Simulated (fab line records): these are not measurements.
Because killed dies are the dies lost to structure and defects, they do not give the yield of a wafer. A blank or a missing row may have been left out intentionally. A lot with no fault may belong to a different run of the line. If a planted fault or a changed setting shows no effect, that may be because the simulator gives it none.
fab line records	flow nandHarc
[record] lots = 6	wafers = 18	lastDay = 22
route steps=1159 shown A_BLC@989 A_M0@994 END@1159
lots that met no fault: from a run of the same line without faults
startH: the number of hours between the record's first day and the start of the first shown wafer of the lot	waitH: hours from the lot's prior step to this one	" identical to the entry in the row above	L1.1+2: one row covering several wafers at once	- no value, or no start given	* or withheld: withheld	< > ~ a bound
route shown NAME@n: names a module that has steps shown in the file, with the first one's number in the route	usual: the fault-free wafers' mean and standard deviation	same: alike in all rows	chamber/n: place in a boat	sites: each site's reading	_std_site: how widely they spread, as a standard deviation	_edge_site: the outer-site mean with the inner-site mean subtracted	radiusMm: how far each site lies from the wafer's centre	mask NAME#n: copy n	behind: the last tool/chamber to shape the wafer	hold: why the lot was held/for how many hours/how that ended	device: which transistor (n, p or np) failed to switch	end of line: tests run on the same wafers once the route is complete	step lacking rows: just its recipe	killed: dies that structure and defects cost at the first sort, which is not the same as the wafer's yield	map: per-die view of a wafer (x killed, . not killed, _ where there is no die)
set.NAME: the setting as run; set.NAME@STEP: as run at that earlier step	model.NAME: the simulator's own value behind a step, which no gauge read
lots at selected steps of the route; one table per step, one row per wafer
services: the hour from which a tool's chamber was out of use, counted from the record's first day as startH (under 0 if before that day), plus the number of hours and why
[[steps]]
[step NHARC_A_BLC_CVD_24]
[recipe] targetThkA = 1500	tempC = 300	pressureTorr = 40	wf6FlowSccm = 40	h2FlowSccm = 1600	arFlowSccm = 1560	timeS = 434	material = W
[usual] chamberPressureTorr = 39.99/0.094	heaterPowerW = 477/23	throttleValvePct = 7.72/0.2
lot.wafer	tool	chamber	startH	waitH	chamberPressureTorr	heaterPowerW	throttleValvePct
L567.1	cvdW-01	1	-	-	39.82	496	7.93
L567.2	"	0	"	"	39.81	514	7.48
L567.6	"	0	"	"	40.06	511	7.74
L569.4	cvdW-01	0	-	-	40.06	499	7.73
L569.3	"	1	"	"	40.13	503	7.88
L569.5	"	0	"	"	39.83	502	7.70
L571.3	cvdW-02	0	-	-	39.93	449	7.50
L571.4	"	1	"	"	40.20	472	7.75
L571.5	"	0	"	"	39.90	450	7.44
L570.1	cvdW-02	1	-	-	39.88	469	7.81
L570.3	"	0	"	"	40.09	450	7.51
L570.5	"	0	"	"	39.96	444	7.75
L577.1	cvdW-02	1	-	-	40.09	452	7.75
L577.3	"	0	"	"	40.00	451	7.57
L577.6	"	0	"	"	40.03	448	8.12
L580.2	cvdW-02	0	-	-	39.96	443	7.59
L580.3	"	0	"	"	39.90	446	7.69
L580.4	"	1	"	"	40.04	480	7.47
[step NHARC_A_BLC_CMP_25]
[recipe] tOverpolishS = 30	targetThkNm = 150
[usual] motorCurrentA = 12.3/0.95	overpolishRunS = 30.001/0.0087	padLifeWafers = 279/160	slurryFlowMlMin = 150.0/0.44	timeToEndpointS = 29.8/2.1
lot.wafer	tool	chamber	startH	waitH	motorCurrentA	overpolishRunS	padLifeWafers	slurryFlowMlMin	timeToEndpointS
L567.1	cmp-02	2	420.99	0.5	9.8	30.003	475	149.5	33.7
L567.2	"	0	"	"	13.4	30.017	477	150.2	29.5
L567.6	"	2	"	"	10.9	29.984	-	150.2	33.8
L569.3	cmp-01	2	427.82	0.3	12.8	30.013	194	150.0	31.1
L569.4	"	3	"	"	11.7	30.004	195	149.7	30.1
L569.5	"	1	"	"	13.8	30.011	-	150.5	27.5
L571.3	cmp-02	1	454.23	0.4	12.3	29.999	176	150.3	29.0
L571.4	"	2	"	"	10.2	29.996	177	150.0	30.1
L571.5	"	0	"	"	12.7	30.014	-	150.0	30.3
L570.1	cmp-04	0	458.35	0.4	12.0	30.005	331	150.0	28.5
L570.3	"	2	"	"	13.2	30.000	333	149.5	28.9
L570.5	"	0	"	"	12.6	29.990	-	150.5	27.3
L577.3	cmp-01	1	468.52	0.3	13.4	30.000	420	148.5	31.4
L577.1	"	2	"	"	12.7	30.000	421	149.8	29.9
L577.6	"	2	"	"	11.9	29.987	-	149.8	28.4
L580.4	cmp-04	1	492.96	0.2	11.2	29.983	570	149.1	31.0
L580.2	"	3	"	"	12.7	29.991	572	150.8	29.8
L580.3	"	0	"	"	11.8	30.007	573	150.2	30.9
[step NHARC_A_BLC_SRD_27]
[step NHARC_A_BLC_INSPECT_28]
[usual] rawDefectCount = 402/100
lot.wafer	tool	chamber	startH	waitH	rawDefectCount
L567.1	defectInspect-01	-	421.37	0.1	421
L567.2	"	-	"	"	298
L567.6	"	-	"	"	408
L569.3	defectInspect-01	-	428.17	0.1	402
L569.4	"	-	"	"	350
L569.5	"	-	"	"	443
L571.3	defectInspect-01	-	454.59	0.1	304
L571.4	"	-	"	"	403
L571.5	"	-	"	"	301
L570.1	defectInspect-02	-	458.73	0.1	366
L570.3	"	-	"	"	351
L570.5	"	-	"	"	408
L577.1	defectInspect-01	-	468.92	0.1	617
L577.3	"	-	"	"	654
L577.6	"	-	"	"	769
L580.2	defectInspect-02	-	493.36	0.1	354
L580.3	"	-	"	"	300
L580.4	"	-	"	"	302
[step NHARC_A_M0_DEP_00]
[recipe] targetThkA = 1500	targetThkNm = 150	tempC = withheld	pressureTorr = 5	flowSccm = 200	rfW = 600	material = SiOC
[step NHARC_A_M0_DEHYDRATE_01]
[recipe] tempC = 150	timeS = 120
[step NHARC_A_M0_HMDS_02]
[recipe] timeS = 30
[step NHARC_A_M0_COAT_33]
[recipe] tempC = 200	timeS = 65
[step NHARC_A_M0_COAT_03]
[recipe] spinRpm = 1500	resistThkNm = 90
[step NHARC_A_M0_SOFTBAKE_04]
[recipe] tempC = 105	timeS = 55
[step NHARC_A_M0_EBR_05]
[step NHARC_A_M0_EXPOSE_06]
[recipe] na = 1.35	targetCdNm = 80	doseMj = 83.25	maskId = A_M0
[usual] exposureDoseMJCm2 = 83.9/0.7
[same] na = 1.35
lot.wafer	tool	chamber	startH	waitH	mask	exposureDoseMJCm2
L567.1	arfiScanner-02	0	422.13	-	A_M0#0	84.6
L567.2	"	0	"	"	A_M0#0	84.5
L567.6	"	0	"	"	A_M0#0	84.5
L569.3	arfiScanner-01	0	429.00	-	A_M0#0	83.3
L569.4	"	0	"	"	A_M0#0	83.2
L569.5	"	0	"	"	A_M0#0	83.1
L571.3	arfiScanner-02	0	455.59	-	A_M0#0	114.7
L571.4	"	0	"	"	A_M0#0	114.8
L571.5	"	0	"	"	A_M0#0	114.7
L570.1	arfiScanner-02	0	459.49	-	A_M0#0	108.8
L570.3	"	0	"	"	A_M0#0	108.8
L570.5	"	0	"	"	A_M0#0	108.8
L577.1	arfiScanner-03	0	469.56	-	A_M0#0	83.0
L577.3	"	0	"	"	A_M0#0	83.2
L577.6	"	0	"	"	A_M0#0	83.2
L580.2	arfiScanner-01	0	494.12	-	A_M0#0	83.2
L580.3	"	0	"	"	A_M0#0	83.2
L580.4	"	0	"	"	A_M0#0	83.2
[step NHARC_A_M0_PEB_07]
[recipe] pebTempC = 100	pebTimeS = 65
[step NHARC_A_M0_DEVELOP_08]
[recipe] developTimeS = 35	devTempC = 23
[step NHARC_A_M0_CD_MEAS_09]
[recipe] targetCdNm = 80	landingEnergyEv = 500
[usual] cdNm = 80.3/0.71
[same] landingEnergyEv = 500
lot.wafer	tool	chamber	startH	waitH	cdNm
L567.1	cdSem-02	0	422.27	-	80.0
L567.2	"	0	"	"	79.7
L567.6	"	0	"	"	79.7
L569.3	cdSem-03	0	429.13	-	81.3
L569.4	"	0	"	"	81.5
L569.5	"	0	"	"	81.4
L571.3	cdSem-03	0	455.72	-	100.4
L571.4	"	0	"	"	99.9
L571.5	"	0	"	"	100.6
L570.1	cdSem-03	0	459.62	-	96.6
L570.3	"	0	"	"	96.5
L570.5	"	0	"	"	96.0
L577.1	cdSem-01	0	469.70	-	80.8
L577.3	"	0	"	"	81.2
L577.6	"	0	"	"	80.3
L580.2	cdSem-03	0	494.25	-	79.4
L580.3	"	0	"	"	80.3
L580.4	"	0	"	"	79.9
[step NHARC_A_M0_OVL_MEAS_10]
[recipe] pitchNm = 160
[usual] overlayXNm = 0.0/0.77	overlayYNm = 0.2/0.91
lot.wafer	tool	chamber	startH	waitH	overlayXNm	overlayYNm
L567.1	overlay-02	-	422.36	-	-1.0	-0.4
L567.2	"	-	"	"	0.0	-1.6
L567.6	"	-	"	"	-0.5	-0.9
L569.3	overlay-02	-	429.22	-	-0.2	0.6
L569.4	"	-	"	"	0.3	0.6
L569.5	"	-	"	"	0.1	0.7
L571.3	overlay-01	-	455.81	-	-0.2	0.1
L571.4	"	-	"	"	0.5	0.2
L571.5	"	-	"	"	-0.1	0.0
L570.1	overlay-01	-	459.71	-	-0.4	1.6
L570.3	"	-	"	"	-0.1	1.2
L570.5	"	-	"	"	-0.4	1.5
L577.1	overlay-02	-	469.78	-	1.9	-0.2
L577.3	"	-	"	"	1.8	0.1
L577.6	"	-	"	"	1.8	-0.1
L580.2	overlay-02	-	494.34	-	-0.2	-0.4
L580.3	"	-	"	"	0.2	-0.8
L580.4	"	-	"	"	-0.2	-1.0
[step NHARC_A_M0_INSPECT_11]
[usual] rawDefectCount = 30/12
lot.wafer	tool	chamber	startH	waitH	rawDefectCount
L567.1	defectInspect-02	-	422.40	0.0	27
L567.2	"	-	"	"	24
L567.6	"	-	"	"	32
L569.3	defectInspect-02	-	429.25	0.0	37
L569.4	"	-	"	"	35
L569.5	"	-	"	"	29
L571.3	defectInspect-01	-	455.86	0.1	17
L571.4	"	-	"	"	13
L571.5	"	-	"	"	22
L570.1	defectInspect-01	-	459.75	0.0	25
L570.3	"	-	"	"	14
L570.5	"	-	"	"	21
L577.1	defectInspect-01	-	469.82	0.0	48
L577.3	"	-	"	"	46
L577.6	"	-	"	"	42
L580.2	defectInspect-01	-	494.38	0.0	17
L580.3	"	-	"	"	16
L580.4	"	-	"	"	5
[step NHARC_A_M0_DESCUM_14]
[recipe] timeS = 3	o2FlowSccm = 200	arFlowSccm = 0	biasPowerW = 0	chemistry = O2
[usual] drypumpMotorCurrentA = 5.8/0.4	oesProductAu = 0.997/0.01	rfVppV = 57.9/0.87	showerheadPlenumPTorr = 1.93/0.048	throttleValvePct = 11.311/0.0086
lot.wafer	tool	chamber	startH	waitH	drypumpMotorCurrentA	oesProductAu	rfHoursCounterH	rfVppV	showerheadPlenumPTorr	throttleValvePct	model.A_M0.cdNm
L567.2	rieDiel-07	0	422.46	0.1	6.4	0.995	0	58.7	1.92	11.318	80.61
L567.1	"	1	"	"	5.4	1.004	0	57.3	2.02	11.302	79.94
L567.6	"	0	"	"	6.4	0.998	-	57.9	1.92	11.322	80.17
L569.3	rieDiel-05	1	429.32	0.1	5.2	0.983	5	57.9	1.97	11.312	81.78
L569.4	"	3	"	"	5.9	0.999	5	57.7	2.00	11.305	81.29
L569.5	"	1	"	"	5.1	0.981	-	58.8	1.97	11.309	82.06
L571.4	rieDiel-06	1	455.92	0.1	5.9	1.008	1	57.5	1.91	11.308	99.73
L571.3	"	3	"	"	5.9	0.989	1	57.2	1.86	11.312	99.84
L571.5	"	1	"	"	5.9	1.001	-	56.5	1.92	11.303	101.1
L570.3	rieDiel-05	0	459.81	0.1	5.3	1.012	8	58.3	1.93	11.310	96.64
L570.1	"	3	"	"	6.0	1.003	8	58.0	2.00	11.309	96.14
L570.5	"	1	"	"	5.2	0.982	-	57.8	1.97	11.318	96.35
L577.1	rieDiel-05	0	469.88	0.1	5.3	1.000	8	57.2	1.93	11.316	80.51
L577.3	"	1	"	"	5.1	0.988	8	58.9	1.97	11.314	81
L577.6	"	3	"	"	6.0	0.997	-	57.2	2.00	11.322	79.78
L580.3	rieDiel-06	3	494.44	0.1	5.9	0.993	4	56.3	1.86	11.323	80.15
L580.4	"	0	"	"	6.2	0.987	5	57.6	1.89	11.289	79.89
L580.2	"	1	"	"	5.9	0.997	5	57.8	1.91	11.311	79.79
[step NHARC_A_M0_ETCH_34]
[recipe] targetDepthA = 400	overetchA = 120	timeS = 43.94	ionEnergyEv = 200	n2FlowSccm = 150	h2FlowSccm = 150	arFlowSccm = 0	rfW = 400	biasW = 150	chemistry = N2/H2
[usual] drypumpMotorCurrentA = 5.8/0.39	h2FlowSccm = 150.0/0.45	oesProductAu = 0.999/0.01	rfVppV = 431.1/1.7	showerheadPlenumPTorr = 2.06/0.052	throttleValvePct = 14.171/0.0095
lot.wafer	tool	chamber	startH	waitH	drypumpMotorCurrentA	h2FlowSccm	oesProductAu	rfHoursCounterH	rfVppV	showerheadPlenumPTorr	throttleValvePct
L567.1	rieDiel-07	0	422.54	0.1	6.4	150.0	0.998	0	430.4	2.04	14.178
L567.2	"	3	"	"	5.4	150.4	0.995	0	432.2	2.09	14.165
L567.6	"	0	"	"	6.4	149.8	0.997	-	430.4	2.04	14.163
L569.3	rieDiel-05	2	429.40	0.1	6.4	150.5	1.000	5	428.1	1.97	14.173
L569.4	"	3	"	"	5.9	150.5	1.003	5	432.7	2.13	14.173
L569.5	"	2	"	"	6.5	150.5	0.986	-	428.4	1.97	14.170
L571.3	rieDiel-06	2	456.01	0.1	5.9	150.0	0.990	1	430.6	2.05	14.165
L571.4	"	0	"	"	6.2	150.0	0.994	1	430.9	2.01	14.166
L571.5	"	1	"	"	5.9	150.4	1.000	-	430.1	2.04	14.178
L570.3	rieDiel-05	2	459.90	0.1	6.5	150.4	0.986	8	427.2	1.96	14.165
L570.1	"	3	"	"	6.0	150.2	0.998	8	433.5	2.13	14.164
L570.5	"	2	"	"	6.4	150.1	0.987	-	429.7	1.97	14.180
L577.1	rieDiel-05	3	469.98	0.1	5.9	149.6	1.000	9	433.7	2.13	14.179
L577.3	"	1	"	"	5.2	151.0	0.996	8	430.3	2.10	14.175
L577.6	"	1	"	"	5.2	149.7	0.992	-	431.3	2.10	14.178
L580.3	rieDiel-06	3	494.52	0.1	5.9	149.7	0.991	4	428.9	1.98	14.168
L580.4	"	1	"	"	5.9	149.8	1.001	5	430.5	2.04	14.161
L580.2	"	2	"	"	5.9	150.7	0.997	4	432.1	2.05	14.169
[step NHARC_A_M0_ETCH_15]
[recipe] targetDepthA = 1500	overetchA = 150	timeS = 82.5	c4f8FlowSccm = withheld	arFlowSccm = 400	rfW = 600	biasW = 300	chemistry = C4F8/Ar
[usual] oesProductAu = 0.954/0.021	rfVppV = 441.4/1.7
lot.wafer	tool	chamber	startH	waitH	oesProductAu	rfHoursCounterH	rfVppV	model.A_M0.cdNm
L567.1	rieDiel-07	3	-	-	0.988	0	442.4	79.78
L567.2	"	1	"	"	0.968	0	444.5	80.04
L567.6	"	3	"	"	0.983	-	442.6	80
L569.3	rieDiel-05	0	-	-	0.927	4	441.3	81.68
L569.4	"	3	"	"	0.924	5	443.0	81.77
L569.5	"	1	"	"	0.917	-	443.8	82.16
L571.4	rieDiel-06	3	-	-	0.952	1	438.2	100.2
L571.3	"	1	"	"	0.950	1	439.8	99.93
L571.5	"	3	"	"	0.945	-	439.5	102.5
L570.1	rieDiel-05	0	-	-	0.935	8	441.0	96.19
L570.3	"	1	"	"	0.917	7	442.1	96.48
L570.5	"	3	"	"	0.922	-	443.3	96.25
L577.3	rieDiel-05	3	-	-	0.942	9	444.7	80.76
L577.1	"	1	"	"	0.917	8	442.7	80.74
L577.6	"	3	"	"	0.934	-	443.9	79.46
L580.2	rieDiel-06	3	-	-	0.957	4	439.6	79.37
L580.3	"	0	"	"	0.974	5	440.8	80.06
L580.4	"	1	"	"	0.972	5	442.2	80.82
[step NHARC_A_M0_CD_MEAS_16]
[usual] cdNm = 80.3/0.96
lot.wafer	tool	chamber	startH	waitH	cdNm
L567.1	cdSem-01	-	422.76	-	79.6
L567.2	"	-	"	"	80.1
L567.6	"	-	"	"	79.8
L569.3	cdSem-03	-	429.62	-	82.0
L569.4	"	-	"	"	82.1
L569.5	"	-	"	"	82.4
L571.3	cdSem-03	-	456.22	-	99.6
L571.4	"	-	"	"	100.2
L571.5	"	-	"	"	102.2
L570.1	cdSem-02	-	460.11	-	96.4
L570.3	"	-	"	"	96.4
L570.5	"	-	"	"	96.3
L577.1	cdSem-01	-	470.23	-	80.8
L577.3	"	-	"	"	80.4
L577.6	"	-	"	"	79.1
L580.2	cdSem-03	-	494.74	-	79.1
L580.3	"	-	"	"	80.0
L580.4	"	-	"	"	81.0
[step NHARC_A_M0_STRIP_18]
[recipe] powerW = 1000	n2FlowSccm = 150	h2FlowSccm = 150	arFlowSccm = 0	biasW = 0	chemistry = N2/H2
[usual] drypumpMotorCurrentA = 5.8/0.36	h2FlowSccm = 150.0/0.45	oesProductAu = 0.998/0.012	rfVppV = 90.8/0.93	showerheadPlenumPTorr = 2.06/0.051	throttleValvePct = 14.172/0.0088
lot.wafer	tool	chamber	startH	waitH	drypumpMotorCurrentA	h2FlowSccm	oesProductAu	rfHoursCounterH	rfVppV	showerheadPlenumPTorr	throttleValvePct
L567.1	rieDiel-07	1	422.83	0.1	5.4	150.0	1.012	0	91.4	2.15	14.172
L567.2	"	3	"	"	5.4	149.4	0.997	0	91.0	2.09	14.170
L567.6	"	1	"	"	5.4	149.8	1.007	-	91.2	2.15	14.182
L569.4	rieDiel-06	0	429.69	0.1	6.2	151.0	0.988	0	89.7	2.01	14.164
L569.3	"	2	"	"	5.8	149.7	1.000	0	91.4	2.05	14.160
L569.5	"	0	"	"	6.2	150.2	0.983	-	90.2	2.01	14.178
L571.3	rieDiel-06	1	456.29	0.1	5.9	150.1	0.997	1	90.4	2.04	14.190
L571.4	"	2	"	"	5.9	149.9	1.010	1	90.3	2.05	14.166
L571.5	"	2	"	"	5.9	149.9	0.993	-	90.6	2.05	14.174
L570.3	rieDiel-07	0	460.19	0.1	6.4	149.7	0.998	3	90.7	2.04	14.167
L570.1	"	1	"	"	5.4	150.7	1.008	2	90.2	2.15	14.174
L570.5	"	1	"	"	5.4	150.5	0.994	-	92.6	2.15	14.185
L577.1	rieDiel-07	0	470.33	0.1	6.4	149.2	1.000	3	90.6	2.04	14.179
L577.3	"	1	"	"	5.4	149.9	1.011	3	92.9	2.15	14.170
L577.6	"	0	"	"	6.4	150.6	0.994	-	91.1	2.04	14.171
L580.2	rieDiel-06	0	494.81	0.1	6.2	149.8	0.990	5	90.2	2.01	14.162
L580.4	"	1	"	"	5.9	150.1	1.002	5	92.4	2.04	14.165
L580.3	"	2	"	"	5.8	150.2	1.003	4	90.6	2.05	14.172
[step NHARC_END_SORT_01]
[recipe] tempC = 25
[usual] defectLimitedYield = 95.2/1.3	killedAtArray = 29/9.4	killedAtOther = 0.7/1.3	killedAtPeriphery = 2.9/2.1	killedDies = 32/9	killedOpen = 3.3/1.8	killedShort = 1.9/1.4	sort_bin_2_pct = 1.4/0.53	sort_bin_3_pct = 0.28/0.21	sort_bin_4_pct = 3.1/0.91	sortNPass = 645/9	sortRimYieldPct = 97.4/1.7	sortYieldPct = 95.2/1.3
[same] grossDies = 677	sort_bin_5_pct[%] = 0	sort_bin_6_pct[%] = 0	sort_bin_7_pct[%] = 0	sort_bin_8_pct[%] = 0	sortRimNGross = 106.00
lot.wafer	tool	chamber	startH	waitH	defectLimitedYield[%]	killedAtArray	killedAtOther	killedAtPeriphery	killedDies	killedOpen	killedShort	sort_bin_2_pct[%]	sort_bin_3_pct[%]	sort_bin_4_pct[%]	sortNPass	sortRimYieldPct[%]	sortYieldPct[%]
L570.1	prober-01	0	495.49	2.5	95.9	28	0	0	28	3	2	1.2	0.15	2.8	649	98.1	95.9
L570.3	prober-01	0	497.09	3.1	97.6	15	0	1	16	2	3	0.7	0	1.6	661	98.1	97.6
L570.5	prober-01	0	498.69	3.7	97.0	18	0	2	20	3	1	0.7	0.15	2.1	657	94.3	97.0
// killed by level:class
L570.1 A_CHANNEL_HOLE_D1:chamberFilmFlake=7 A_STAIRCASE:chamberFilmFlake=5 A_SGD_CUT:chamberFilmFlake=4 A_WL_FILL:chamberFilmFlake=3 A_CONTACT:chamberFilmFlake=3 A_ONON_D1:geometricParticle:short=1 A_ONON_D1:geometricParticle:open=1 A_WL_FILL:geometricParticle:short=1
L570.3 A_CHANNEL_HOLE_D1:chamberFilmFlake=6 A_CONTACT:chamberFilmFlake=3 A_CONTACT:geometricParticle:open=2 A_STAIRCASE:chamberFilmFlake=2 P_M0:geometricParticle:short=1 A_CONTACT:geometricParticle:short=1 A_M0:geometricParticle:short=1
L570.5 A_CHANNEL_HOLE_D1:chamberFilmFlake=4 A_STAIRCASE:chamberFilmFlake=4 A_SGD_CUT:chamberFilmFlake=4 A_CONTACT:chamberFilmFlake=2 P_M0:geometricParticle:open=1 P_M1:geometricParticle:open=1 A_ONON_D1:geometricParticle:short=1 A_ONON_D1:geometricParticle:open=1
[[services]]
tool	chamber	startH	hours	kind
rieDiel-06	0	397.20	-	clean
rieDiel-06	1	397.20	-	clean
rieDiel-06	2	397.20	-	clean
rieDiel-06	3	397.20	-	clean
rieDiel-05	0	398.60	-	clean
cmp-04	-	399.00	4.0	pm
rieDiel-07	2	404.52	7.0	repair
rieDiel-07	-	404.90	0.2	repair
rieDiel-07	-	405.20	9.0	pm
cmp-01	-	417.54	3.8	repair
rieDiel-06	-	418.20	9.0	pm
cmp-02	-	422.66	4.0	pm
arfiScanner-02	-	428.00	4.0	pm
cmp-02	-	438.51	0.9	repair
rieDiel-05	1	441.04	6.7	repair
arfiScanner-01	-	441.42	2.6	repair
cmp-01	-	449.54	2.0	repair
rieDiel-05	2	461.19	116.2	repair
rieDiel-06	2	470.94	14.3	repair
cvdW-01	-	477.95	13.0	pm
cmp-01	-	478.34	4.0	pm
arfiScanner-02	-	481.43	0.6	repair
arfiScanner-03	-	484.00	4.0	pm
arfiScanner-01	-	484.77	4.0	pm
[[key]]
[firstSign] step = NHARC_A_M0_EXPOSE_06	reading = exposureDoseMJCm2	direction = up	sigmas = 40	usual = 83.9	struck = 111.8
[effect] step = NHARC_A_M0_CD_MEAS_09	reading = cdNm	direction = up	sigmas = 25	usual = 80.3	struck = 98.4	through = controlLoop
[effect] step = NHARC_A_M0_CD_MEAS_16	reading = cdNm	direction = up	sigmas = 19	usual = 80.3	struck = 98.5	through = controlLoop
[modelEffect] step = NHARC_A_M0_DESCUM_14	value = A_M0.cdNm	without = 79.88	struck = 98.3
[modelEffect] step = NHARC_A_M0_ETCH_15	value = A_M0.cdNm	without = 80.18	struck = 98.6
metAt NHARC_A_M0_EXPOSE_06
struckWafers L570.1,L570.3,L570.5,L571.3,L571.4,L571.5
[loopTrim] step = NHARC_A_M0_EXPOSE_06	setting = dose	lots = L570
onsetBetween 422.13 455.59
[fault] kind = processParameterDrift	tool = arfiScanner-02	chamber = -	onsetH = 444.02	steps = NHARC_A_M0_EXPOSE_06	channel = doseMj	offset = 30.108	shape = step	actsIn = theseRecipesOnly	stated = 83.25
// loopTrim: a control loop set the setting to another value than it would have without faults
